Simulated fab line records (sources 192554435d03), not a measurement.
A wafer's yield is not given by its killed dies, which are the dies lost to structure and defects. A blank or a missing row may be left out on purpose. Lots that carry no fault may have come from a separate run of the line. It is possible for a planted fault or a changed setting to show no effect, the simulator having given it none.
Matching of chambers || flow n5-finfet || N5_BEOL_M1_STRIP_36 on rie-diel-02 has 4 sister chambers
The step strips in N2/H2. 8 wafers are shown with their chamber, then 11 later ones without.

WAFERS WITH THEIR CHAMBER
{"wafer": "L083.4", "chamber": 0, "drypump-motor-current-A (A)": 5.6, "throttle-valve-pct (%)": 23.79}
{"wafer": "L086.2", "chamber": 1, "drypump-motor-current-A (A)": 6.5, "throttle-valve-pct (%)": 23.72}
{"wafer": "L086.6", "chamber": 0, "drypump-motor-current-A (A)": 5.6, "throttle-valve-pct (%)": 23.82}
{"wafer": "L089.6", "chamber": 2, "drypump-motor-current-A (A)": 6.2, "throttle-valve-pct (%)": 24.04}
{"wafer": "L088.2", "chamber": 3, "drypump-motor-current-A (A)": 6.1, "throttle-valve-pct (%)": 23.47}
{"wafer": "L088.4", "chamber": 1, "drypump-motor-current-A (A)": 6.6, "throttle-valve-pct (%)": 23.75}
{"wafer": "L088.6", "chamber": 3, "drypump-motor-current-A (A)": 6.1, "throttle-valve-pct (%)": 23.45}
{"wafer": "L092.1", "chamber": 2, "drypump-motor-current-A (A)": 6.1, "throttle-valve-pct (%)": 24.06}

WAFERS WITHOUT THEIR CHAMBER
{"wafer": "L092.3", "drypump-motor-current-A (A)": 6.1, "throttle-valve-pct (%)": 23.48}
{"wafer": "L092.4", "drypump-motor-current-A (A)": 6.1, "throttle-valve-pct (%)": 24.09}
{"wafer": "L094.1", "drypump-motor-current-A (A)": 5.6, "throttle-valve-pct (%)": 23.83}
{"wafer": "L094.4", "drypump-motor-current-A (A)": 6.6, "throttle-valve-pct (%)": 23.75}
{"wafer": "L094.6", "drypump-motor-current-A (A)": 6.1, "throttle-valve-pct (%)": 24.08}
{"wafer": "L096.2", "drypump-motor-current-A (A)": 6.1, "throttle-valve-pct (%)": 23.45}
{"wafer": "L096.4", "drypump-motor-current-A (A)": 6.1, "throttle-valve-pct (%)": 24.07}
{"wafer": "L096.5", "drypump-motor-current-A (A)": 6.1, "throttle-valve-pct (%)": 23.46}
{"wafer": "L097.2", "drypump-motor-current-A (A)": 5.6, "throttle-valve-pct (%)": 23.81}
{"wafer": "L097.5", "drypump-motor-current-A (A)": 6.1, "throttle-valve-pct (%)": 23.44}
{"wafer": "L097.6", "drypump-motor-current-A (A)": 5.6, "throttle-valve-pct (%)": 23.83}

EACH ONE'S CHAMBER
{"wafer": "L092.3", "from the rows above": 3, "in truth": 3}
{"wafer": "L092.4", "from the rows above": 2, "in truth": 2}
{"wafer": "L094.1", "from the rows above": 0, "in truth": 0}
{"wafer": "L094.4", "from the rows above": 1, "in truth": 1}
{"wafer": "L094.6", "from the rows above": 2, "in truth": 2}
{"wafer": "L096.2", "from the rows above": 3, "in truth": 3}
{"wafer": "L096.4", "from the rows above": 2, "in truth": 2}
{"wafer": "L096.5", "from the rows above": 3, "in truth": 3}
{"wafer": "L097.2", "from the rows above": 0, "in truth": 0}
{"wafer": "L097.5", "from the rows above": 3, "in truth": 3}
{"wafer": "L097.6", "from the rows above": 0, "in truth": 0}
Correct placement for 11 of the 11. Can't be placed from these rows: 0. Number placed wrongly: 0.
How it was worked out, from the rows above alone: a wafer's distance from a chamber is the root of the sum, over the readings, of the square of ((its reading less the chamber's mean) divided by the reading's scatter). If the next closest chamber is less than 2 further off than the closest, the wafer can't be placed; otherwise it belongs to the closest. Each chamber's mean is taken over the wafers shown for it. How the scatter is found: for the shown wafers, subtract from each reading the mean of its chamber, square and add these, divide the total by (wafers less chambers), then take the root.
